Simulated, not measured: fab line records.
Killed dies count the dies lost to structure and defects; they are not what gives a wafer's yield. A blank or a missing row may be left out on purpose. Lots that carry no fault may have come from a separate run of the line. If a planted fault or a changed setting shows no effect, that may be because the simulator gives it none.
fab line records	flow n5-finfet
record: lots: 9	wafers: 27	last-day: 16
route steps=1938 shown PMOS_HMC_CHANNEL_EPI@70 BEOL_M4@1111 PASSIVATION@1936
lots that met no fault: from a run of the same line without faults
start-h: the number of hours between the record's first day and the start of the first shown wafer of the lot	wait-h: hours elapsed since this lot's preceding step	" identical to the entry in the row above	L1.1+2: a row that stands for several wafers	- no value, or no start was given	* or withheld: withheld	< > ~ a bound
route shown NAME@n: a module of which the file shows steps, and the number in the route of the first	usual: mean and standard deviation over wafers with no fault	same: alike in all rows	chamber/n: place in a boat	sites: each site's reading	_std_site: the values' standard deviation	_edge_site: inner sites' mean taken away from outer sites' mean	radius-mm: for every site, how far away it sits from the centre of the wafer	mask NAME#n: copy n	behind: the last tool/chamber to shape the wafer	hold: reason for holding the lot/hours on hold/outcome of the hold	device: which transistor (n, p or np) failed to switch	end of line: the same wafers' tests at the end of the route	a step with no rows: only its recipe	killed: dies that structure and defects cost at the first sort, which is not the same as the wafer's yield	map: the dies of a wafer, with x for killed, . for not killed, _ for no die there
set.NAME: the run value of the setting; set.NAME@STEP: its run value at that earlier step	model.NAME: the simulator's own value behind a step, which no gauge read
route steps across a sampled set of lots; one table per step, one row per wafer
services: the hour from which a tool's chamber was out of use, counted from the record's first day as start-h (under 0 if before that day), plus the number of hours and why
== steps ==
step: N5_PMOS_HMC_CHANNEL_EPI_HM_OPEN_15
recipe: chemistry: CHF3/O2	target: SiO2	mask-material: CAR-ArF-block	target-depth-a: 406	CHF3_flow_sccm: 50	O2_flow_sccm: 5	Ar_flow_sccm: 200	time-s: 20.3	pressure-mtorr: 30	source-w: 650	bias-w: 170	ion-energy-ev: 200
usual: CHF3_flow_sccm: 50.00/0.15	O2_flow_sccm: 4.999/0.015	drypump-motor-current-A: 5.6/0.44	oes-product-au: 0.78/0.081	rf-vpp-V: 523/8.4	showerhead-plenum-p-Torr: 2.43/0.077	throttle-valve-pct: 18.86/0.24
lot.wafer	tool	chamber	start-h	wait-h	CHF3_flow_sccm	O2_flow_sccm	drypump-motor-current-A	oes-product-au	rf-hours-counter-h	rf-vpp-V	showerhead-plenum-p-Torr	throttle-valve-pct
L124.1	rie-diel-05	2	30.05	0.0	49.77	5.014	6.3	0.73	169	533	2.30	19.11
L124.2	"	1	"	"	50.27	5.006	5.0	0.75	160	519	2.50	18.71
L124.4	"	0	"	"	49.95	5.013	6.5	0.71	198	526	2.39	19.22
L131.1	rie-diel-03	0	71.51	0.0	-	-	-	-	-	-	-	-
L131.3	"	3	"	"	-	-	-	-	-	-	-	-
L131.5	"	3	"	"	-	-	-	-	-	-	-	-
L132.1	rie-diel-05	0	77.84	0.0	-	-	-	-	-	-	-	-
L132.3	"	3	"	"	-	-	-	-	-	-	-	-
L132.6	"	1	"	"	-	-	-	-	-	-	-	-
L133.3	rie-diel-03	3	84.50	0.0	-	-	-	-	-	-	-	-
L133.4	"	2	"	"	-	-	-	-	-	-	-	-
L133.5	"	1	"	"	-	-	-	-	-	-	-	-
L136.1	rie-diel-05	2	101.94	0.0	49.77	5.006	6.3	0.72	191	533	2.30	19.14
L136.3	"	3	"	"	49.70	4.994	5.5	0.77	139	512	2.33	19.02
L136.4	"	1	"	"	49.97	4.995	5.0	0.74	182	519	2.49	18.74
L137.1	rie-diel-05	3	108.38	0.0	49.92	5.011	5.5	0.77	141	510	2.33	19.02
L137.3	"	1	"	"	50.02	4.999	5.0	0.73	183	520	2.49	18.73
L137.6	"	0	"	"	49.64	5.002	6.4	0.70	-	525	2.39	19.23
L138.1	rie-diel-05	0	114.19	0.0	49.76	4.975	6.4	0.69	212	525	2.39	19.25
L138.3	"	3	"	"	50.09	5.003	5.5	0.77	142	513	2.33	19.03
L138.5	"	1	"	"	49.98	4.995	5.0	0.73	-	518	2.49	18.75
L139.1	rie-diel-03	2	120.17	0.0	49.84	4.999	4.8	0.68	243	516	2.48	19.20
L139.5	"	0	"	"	49.95	5.006	5.6	0.83	-	515	2.43	18.70
L139.6	"	3	"	"	49.74	4.987	5.3	0.72	-	522	2.41	18.92
L142.2	rie-diel-05	1	138.26	0.0	50.08	4.969	5.0	0.74	192	518	2.49	18.75
L142.4	"	0	"	"	50.07	4.999	6.4	0.69	220	526	2.39	19.27
L142.6	"	1	"	"	50.09	4.986	5.0	0.73	-	520	2.49	18.75
step: N5_PMOS_HMC_CHANNEL_EPI_STRIP_33
recipe: chemistry: N2/H2	power-w: 500	temp-c: 40	pressure-mtorr: 50	rf-frequency-hz: 6e+07	overash-fraction: 0.3	bias-power-w: 8	h2-frac: 0.5	n2-flow-sccm: 300	h2-flow-sccm: 300
usual: drypump-motor-current-A: 5.6/0.44	n2-flow-sccm: 300.0/0.87	oes-product-au: 0.78/0.083	rf-vpp-V: 54.3/1.8	showerhead-plenum-p-Torr: 3.38/0.11	throttle-valve-pct: 18.8/0.37
lot.wafer	tool	chamber	start-h	wait-h	drypump-motor-current-A	n2-flow-sccm	oes-product-au	rf-hours-counter-h	rf-vpp-V	showerhead-plenum-p-Torr	throttle-valve-pct
L124.1	rie-diel-05	2	30.10	0.0	6.4	299.6	0.72	169	52.5	3.22	19.1
L124.2	"	1	"	"	5.0	300.5	0.76	160	53.2	3.49	18.9
L124.4	"	0	"	"	6.4	299.6	0.70	198	54.0	3.33	19.1
L131.1	rie-diel-03	0	71.57	0.0	5.5	299.7	0.85	62	56.5	3.41	18.9
L131.3	"	3	"	"	5.3	299.8	0.73	160	52.1	3.35	18.7
L131.5	"	3	"	"	5.4	299.4	0.73	-	54.2	3.35	18.7
L132.1	rie-diel-05	0	77.90	0.0	6.5	301.4	0.72	201	55.4	3.33	19.1
L132.3	"	3	"	"	5.5	298.9	0.78	132	53.9	3.24	18.9
L132.6	"	1	"	"	5.0	299.2	0.75	-	51.7	3.48	18.9
L133.3	rie-diel-03	3	84.55	0.0	5.4	299.7	0.73	164	54.8	3.35	18.8
L133.4	"	2	"	"	4.8	299.6	0.69	230	52.3	3.45	19.1
L133.5	"	1	"	"	5.4	299.8	0.84	-	54.6	3.39	18.5
L136.1	rie-diel-05	2	102.00	0.0	6.4	300.0	0.71	191	51.4	3.21	19.2
L136.3	"	3	"	"	5.5	300.5	0.77	139	53.0	3.24	18.9
L136.4	"	1	"	"	5.1	301.3	0.73	182	55.7	3.48	18.9
L137.1	rie-diel-05	3	108.44	0.0	5.5	300.1	0.78	141	53.4	3.24	18.9
L137.3	"	1	"	"	5.0	300.4	0.74	183	56.6	3.47	18.9
L137.6	"	0	"	"	6.4	299.8	0.70	-	56.1	3.32	19.1
L138.1	rie-diel-05	0	114.24	0.0	6.5	300.5	0.70	212	56.6	3.32	19.1
L138.3	"	3	"	"	5.5	300.5	0.77	142	55.1	3.24	18.9
L138.5	"	1	"	"	5.0	299.6	0.74	-	55.0	3.47	18.9
L139.1	rie-diel-03	2	120.22	0.0	4.9	299.4	0.69	243	54.1	3.45	19.1
L139.5	"	0	"	"	5.5	300.6	0.83	-	54.3	3.40	18.9
L139.6	"	3	"	"	5.4	299.8	0.72	-	55.1	3.34	18.7
L142.2	rie-diel-05	1	138.32	0.0	5.0	302.0	0.73	192	52.9	3.47	19.0
L142.4	"	0	"	"	6.5	301.7	0.69	220	54.4	3.32	19.1
L142.6	"	1	"	"	5.0	300.1	0.73	-	51.1	3.47	18.9
step: N5_PMOS_HMC_CHANNEL_EPI_FIN_RECESS_16
recipe: chemistry: HBr/Cl2	target: Si	mask-material: SiO2	target-depth-a: 540	time-s: 18	pressure-mtorr: 10	icp-w: 800	bias-w: 75	HBr_flow_sccm: 150	Cl2_flow_sccm: 80
usual: drypump-motor-current-A: 5.8/0.41	oes-product-au: 1.000/0.013	throttle-valve-pct: 35.4/0.33
lot.wafer	tool	chamber	start-h	wait-h	drypump-motor-current-A	oes-product-au	rf-hours-counter-h	throttle-valve-pct
L124.1	rie-si-05	1	30.43	0.0	5.9	0.984	25	34.9
L124.2	"	2	"	"	5.5	1.005	18	35.4
L124.4	"	3	"	"	6.7	1.002	12	35.6
L131.1	rie-si-01	1	71.89	0.0	5.6	0.964	93	35.8
L131.3	"	3	"	"	5.8	0.994	175	35.4
L131.5	"	2	"	"	6.2	1.030	-	35.4
L132.1	rie-si-05	0	78.22	0.0	5.8	1.007	122	35.7
L132.3	"	1	"	"	5.9	0.988	26	34.9
L132.6	"	2	"	"	5.5	0.993	-	35.4
L133.3	rie-si-03	0	84.88	0.0	5.6	1.013	88	36.0
L133.4	"	2	"	"	5.3	1.010	-	35.0
L133.5	"	0	"	"	5.6	1.000	-	36.0
L136.1	rie-si-03	3	102.32	0.0	5.4	0.994	134	35.6
L136.3	"	2	"	"	5.3	1.004	44	35.0
L136.4	"	3	"	"	5.4	0.997	-	35.6
L137.1	rie-si-05	1	108.76	0.0	5.9	0.992	27	34.9
L137.3	"	0	"	"	5.8	0.995	123	35.7
L137.6	"	3	"	"	6.7	0.992	-	35.6
L138.1	rie-si-01	3	114.57	0.0	5.8	0.991	176	35.4
L138.3	"	2	"	"	6.2	1.026	8	35.4
L138.5	"	2	"	"	6.2	1.023	-	35.4
L139.1	rie-si-01	0	120.55	0.0	5.3	1.000	155	35.3
L139.5	"	0	"	"	5.3	1.005	-	35.3
L139.6	"	2	"	"	6.2	1.024	-	35.4
L142.2	rie-si-03	2	138.64	0.0	5.3	1.016	44	35.0
L142.4	"	0	"	"	5.6	1.006	89	36.0
L142.6	"	2	"	"	5.3	1.007	-	35.0
step: N5_PMOS_HMC_CHANNEL_EPI_EPI_26
recipe: material: Si	target-thk-a: 38	temp-c: 650	precursor: SiH4/H2	pressure-torr: 20	time-s: 22.7
usual: susceptor-temp-C: 649.98/0.27	throttle-valve-pct: 10.98/0.17
lot.wafer	tool	chamber	start-h	wait-h	susceptor-temp-C	throttle-valve-pct
L124.1	epi-rpcvd-02	0	32.34	0.0	650.13	10.93
L124.2	"	0	"	"	649.98	11.00
L124.4	"	0	"	"	649.96	10.91
L131.1	epi-rpcvd-02	0	74.21	0.0	649.87	11.14
L131.3	"	0	"	"	650.09	11.10
L131.5	"	0	"	"	650.17	11.02
L132.1	epi-rpcvd-02	0	80.53	0.0	650.13	11.23
L132.3	"	0	"	"	649.66	11.50
L132.6	"	0	"	"	649.79	11.18
L133.3	epi-rpcvd-04	0	87.12	0.2	649.72	10.76
L133.4	"	0	"	"	649.82	10.76
L133.5	"	0	"	"	650.17	10.75
L136.1	epi-rpcvd-02	0	104.63	0.0	650.60	10.81
L136.3	"	0	"	"	650.36	11.03
L136.4	"	0	"	"	650.19	11.03
L137.1	epi-rpcvd-04	0	110.69	0.0	649.95	10.86
L137.3	"	0	"	"	649.87	10.83
L137.6	"	0	"	"	649.85	11.03
L138.1	epi-rpcvd-01	0	117.49	0.0	650.03	11.11
L138.3	"	0	"	"	650.02	11.05
L138.5	"	0	"	"	649.70	11.15
L139.1	epi-rpcvd-02	0	122.87	0.0	649.97	10.87
L139.5	"	0	"	"	650.04	10.95
L139.6	"	0	"	"	650.07	11.08
L142.2	epi-rpcvd-02	0	141.12	0.1	649.85	10.78
L142.4	"	0	"	"	649.40	10.78
L142.6	"	0	"	"	650.26	11.02
step: N5_BEOL_M4_RC_MEAS_101
usual: DIBL_N: 36.4/1.5	DIBL_P: 36.6/1.9	IOFF_N: 0.155/0.021	IOFF_P: 0.211/0.028	ION_N: 671/8.6	ION_P: 462/5.8	SS_N: 71.5/0.5	SS_P: 73.4/0.58	VT_N: 250.1/2.4	VT_P: -250.1/3
lot.wafer	tool	chamber	start-h	wait-h	DIBL_N[mV/V]	DIBL_P[mV/V]	IOFF_N[nA/um]	IOFF_P[nA/um]	ION_N[uA/um]	ION_P[uA/um]	SS_N[mV/dec]	SS_P[mV/dec]	VT_N[mV]	VT_P[mV]
L124.1	prober-01	0	178.75	0.0	36.4	37.3	0.155	0.241	671	472	71.1	73.9	248.2	-247.0
L124.2	"	0	"	"	36.8	37.6	0.159	0.256	664	466	70.7	73.5	248.4	-247.3
L124.4	"	0	"	"	36.8	38.0	0.158	0.251	675	469	71.4	74.1	250.2	-246.1
L136.1	prober-02	0	244.49	0.0	36.9	36.7	0.175	0.236	675	459	70.7	73.8	246.6	-248.5
L136.3	"	0	"	"	36.0	35.0	0.158	0.202	670	460	71.4	73.5	248.5	-249.7
L136.4	"	0	"	"	34.8	33.6	0.136	0.183	655	455	71.3	72.8	252.5	-252.3
L137.1	prober-02	0	253.13	0.0	36.7	36.3	0.153	0.211	667	461	71.8	73.5	250.2	-251.3
L137.3	"	0	"	"	37.1	36.5	0.157	0.212	678	467	71.4	73.0	248.7	-250.3
L137.6	"	0	"	"	37.5	38.4	0.169	0.252	690	474	71.5	74.4	245.7	-248.6
L139.1	prober-01	0	268.67	0.0	37.4	37.4	0.165	0.216	673	456	72.4	73.7	249.8	-250.1
L139.5	"	0	"	"	37.3	37.3	0.157	0.215	661	459	72.3	73.1	250.2	-250.8
L139.6	"	0	"	"	37.6	37.9	0.167	0.225	669	466	71.7	73.4	250.1	-247.8
L138.1	prober-01	0	273.76	0.0	37.7	37.4	0.158	0.238	669	463	72.0	73.7	249.9	-249.9
L138.3	"	0	"	"	37.2	37.2	0.149	0.240	665	462	71.5	73.4	249.9	-250.2
L138.5	"	0	"	"	38.2	38.3	0.169	0.260	671	471	71.9	73.4	249.4	-246.3
L142.2	prober-01	0	284.11	0.2	36.3	36.7	0.151	0.195	665	456	71.5	73.4	249.9	-251.6
L142.4	"	0	"	"	37.1	38.9	0.177	0.230	673	466	71.9	74.6	247.2	-249.3
L142.6	"	0	"	"	36.7	37.9	0.158	0.207	665	453	72.0	74.0	250.0	-247.9
step: N5_PASSIVATION_PROBE_49
usual: defect-limited-yield: 91.5/1.4	killed_at_M0_to_M3: 33/10	killed_at_M4_up: 13/5	killed-at-contacts: 13/5.6	killed-at-front-end: 38/12	killed-at-other: 3.9/2.7	killed-dies: 100/16	killed-on-rim: 13/4	killed-open: 66/13	killed-short: 32/7.2	sort_bin_5_function: 5.0/0.97	sort_bin_6_memory: 3.2/0.61	sort-n-pass: 1080/16	sort-yield-pct: 91.5/1.4
same: gross-dies: 1180	killed-at-back-side: 0	sort_bin_4_leakage[%]: 0	sort_bin_8_speed[%]: 0
lot.wafer	tool	chamber	start-h	wait-h	defect-limited-yield[%]	killed_at_M0_to_M3	killed_at_M4_up	killed-at-contacts	killed-at-front-end	killed-at-other	killed-dies	killed-on-rim	killed-open	killed-short	sort_bin_5_function[%]	sort_bin_6_memory[%]	sort-n-pass	sort-yield-pct[%]
L132.1	prober-02	-	327.12	0.0	0	21	20	15	1121	3	1180	152	70	22	96.4	3.4	0	0
L132.3	prober-02	-	327.22	0.1	0	37	12	12	1118	1	1180	152	72	39	95.8	3.9	0	0
L132.6	prober-02	-	327.37	0.3	0	33	18	20	1103	6	1180	152	101	33	95.3	4.2	0	0
L131.1	prober-01	-	329.83	0.0	0	34	17	15	1112	2	1180	152	98	32	95.3	4.5	0	0
L131.3	prober-01	-	329.93	0.1	0	46	17	13	1102	2	1180	152	104	30	95.8	3.9	0	0
L131.5	prober-01	-	330.03	0.2	0	24	24	16	1115	1	1180	152	81	29	95.8	4.1	0	0
L133.3	prober-02	-	336.39	0.1	0	57	8	1	1112	2	1180	152	59	52	96.6	3.1	0	0
L133.4	prober-02	-	336.44	0.2	0	51	7	19	1096	7	1180	152	98	45	94.3	5.5	0	0
L133.5	prober-02	-	336.49	0.2	0	50	13	9	1098	10	1180	152	82	31	96.1	3.6	0	0
L142.2	prober-01	-	387.32	0.1	92.5	32	11	7	35	4	89	12	58	31	4.2	3.0	1091	92.5
L142.4	prober-01	-	387.42	0.2	90.4	44	31	15	23	0	113	14	78	35	5.3	4.1	1067	90.4
L142.6	prober-01	-	387.52	0.3	93.1	29	20	4	29	0	82	6	53	29	3.8	3.1	1098	93.1
killed by level:class
L132.1 PMOS_HMC_CHANNEL_EPI:area-open=1087 FIN_SAQP:geometric-particle:open=11 MOL_CONTACT_COAG:geometric-particle:open=11 BEOL_M2:geometric-particle:open=9 BEOL_M4:geometric-particle:open=8 BEOL_M5:geometric-particle:open=6 BEOL_M1:geometric-particle:open=5 FIN_SAQP:geometric-particle:short=4
L132.3 PMOS_HMC_CHANNEL_EPI:area-open=1068 STI_FIN_REVEAL:geometric-particle:open=12 FIN_SAQP:geometric-particle:open=10 MOL_CONTACT_COAG:geometric-particle:open=8 BEOL_M0_SAQP:geometric-particle:open=8 BEOL_M0_SAQP:geometric-particle:short=8 BEOL_M1:geometric-particle:open=7 BEOL_M4:geometric-particle:open=6
L132.6 PMOS_HMC_CHANNEL_EPI:area-open=1045 FIN_SAQP:geometric-particle:open=21 STI_FIN_REVEAL:geometric-particle:open=17 MOL_CONTACT_COAG:geometric-particle:open=16 BEOL_M0_SAQP:geometric-particle:open=7 BEOL_M0_SAQP:geometric-particle:short=6 BEOL_M2:geometric-particle:open=6 BEOL_M3:geometric-particle:open=6
L131.1 PMOS_HMC_CHANNEL_EPI:area-open=1050 STI_FIN_REVEAL:geometric-particle:open=35 MOL_CONTACT_COAG:geometric-particle:open=14 BEOL_M0_SAQP:geometric-particle:open=13 STI_FIN_REVEAL:geometric-particle:short=9 FIN_SAQP:geometric-particle:open=7 BEOL_M3:geometric-particle:open=5 BEOL_M0_SAQP:geometric-particle:short=4
L131.3 PMOS_HMC_CHANNEL_EPI:area-open=1046 STI_FIN_REVEAL:geometric-particle:open=19 MOL_CONTACT_COAG:geometric-particle:open=13 FIN_SAQP:geometric-particle:open=11 BEOL_M0_SAQP:geometric-particle:open=11 BEOL_M0_SAQP:geometric-particle:short=11 BEOL_M1:geometric-particle:open=9 BEOL_M3:geometric-particle:open=8
L131.5 PMOS_HMC_CHANNEL_EPI:area-open=1070 STI_FIN_REVEAL:geometric-particle:open=14 MOL_CONTACT_COAG:geometric-particle:open=14 FIN_SAQP:geometric-particle:open=8 BEOL_M5:geometric-particle:open=8 GATE_CUT:geometric-particle:open=7 BEOL_M0_SAQP:geometric-particle:short=7 BEOL_M6:geometric-particle:open=6
L133.3 PMOS_HMC_CHANNEL_EPI:area-open=1068 BEOL_M0_SAQP:geometric-particle:short=20 BEOL_M0_SAQP:geometric-particle:open=15 GATE_CUT:geometric-particle:short=12 FIN_SAQP:geometric-particle:open=9 SPACER0:geometric-particle:short=5 BEOL_M2:geometric-particle:open=5 BEOL_M3:geometric-particle:open=5
L133.4 PMOS_HMC_CHANNEL_EPI:area-open=1034 FIN_SAQP:geometric-particle:open=22 BEOL_M2:geometric-particle:open=15 MOL_CONTACT_COAG:geometric-particle:open=15 BEOL_M1:geometric-particle:open=12 FIN_SAQP:geometric-particle:short=9 BEOL_M0_SAQP:geometric-particle:open=9 SPACER0:geometric-particle:short=6
L133.5 PMOS_HMC_CHANNEL_EPI:area-open=1066 BEOL_M0_SAQP:geometric-particle:open=22 BEOL_M0_SAQP:geometric-particle:short=15 FIN_SAQP:geometric-particle:open=9 MOL_CONTACT_COAG:geometric-particle:open=8 BEOL_M2:geometric-particle:open=5 BEOL_M5:geometric-particle:open=5 FIN_SAQP:geometric-particle:short=4
L142.2 FIN_SAQP:geometric-particle:open=8 BEOL_M4:geometric-particle:open=8 BEOL_M1:geometric-particle:open=8 GATE_CUT:geometric-particle:short=7 MOL_CONTACT_COAG:geometric-particle:open=6 BEOL_M0_SAQP:geometric-particle:short=6 BEOL_M2:geometric-particle:open=6 FIN_SAQP:geometric-particle:short=5
L142.4 BEOL_M4:geometric-particle:open=25 BEOL_M0_SAQP:geometric-particle:open=14 MOL_CONTACT_COAG:geometric-particle:open=9 BEOL_M0_SAQP:geometric-particle:short=8 MOL_CONTACT_COAG:geometric-particle:short=6 BEOL_M2:geometric-particle:open=6 FIN_SAQP:geometric-particle:short=4 FIN_SAQP:geometric-particle:open=4
L142.6 BEOL_M4:geometric-particle:open=10 FIN_SAQP:geometric-particle:short=8 BEOL_M3:geometric-particle:open=6 FIN_SAQP:geometric-particle:open=5 BEOL_M1:geometric-particle:open=5 BEOL_M2:geometric-particle:open=5 MOL_CONTACT_COAG:geometric-particle:open=4 BEOL_M0_SAQP:geometric-particle:open=4
== services ==
tool	chamber	start-h	hours	kind
rie-si-01	0	6.90	3.4	repair
rie-diel-05	-	21.37	2.8	pm
rie-diel-05	0	30.39	36.1	repair
epi-rpcvd-04	-	42.99	0.5	pm
epi-rpcvd-04	-	51.50	2.8	pm
rie-si-03	1	54.14	13.9	repair
epi-rpcvd-01	-	55.10	0.6	repair
epi-rpcvd-02	-	62.08	2.8	pm
rie-diel-03	1	71.18	4.8	repair
rie-diel-05	1	79.88	4.9	repair
rie-si-03	1	83.98	27.1	repair
rie-si-01	2	108.49	2.1	repair
epi-rpcvd-02	-	114.54	6.6	repair
rie-si-01	1	119.99	5.5	repair
rie-si-05	1	129.49	1.0	repair
rie-diel-03	-	130.92	0.7	repair
rie-si-05	-	135.91	0.4	repair
== key ==
first-sign: step: N5_PMOS_HMC_CHANNEL_EPI_HM_OPEN_15	reading: tool-record	direction: missing
effect: step: N5_PASSIVATION_PROBE_49	reading: sort_bin_5_function	direction: up	sigmas: 94	usual: 5.0	struck: 95.7
more-kills-born-at: N5_PMOS_HMC_CHANNEL_EPI_HM_OPEN_15@rie-diel-03: 6334	N5_PMOS_HMC_CHANNEL_EPI_HM_OPEN_15@rie-diel-05: 3200
met-at N5_PMOS_HMC_CHANNEL_EPI_HM_OPEN_15
struck-lots L131,L132,L133
later-rows-left-out L131.1,L131.3,L131.5,L132.1,L132.3,L132.6,L133.3,L133.4,L133.5
not-acting-at N5_PMOS_HMC_CHANNEL_EPI_STRIP_33,N5_PMOS_HMC_CHANNEL_EPI_FIN_RECESS_16,N5_PMOS_HMC_CHANNEL_EPI_EPI_26
onset-between 30.05 71.51
fault: kind: skipped-step-whole	tool: rie-diel-03,rie-diel-05	chamber: -	onset-h: 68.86	steps: N5_PMOS_HMC_CHANNEL_EPI_HM_OPEN_15	scope: struck-lots-only
later-rows-left-out: the simulator's readings of these wafers behind a module that went badly wrong aren't trusted and aren't shown, but for the sort
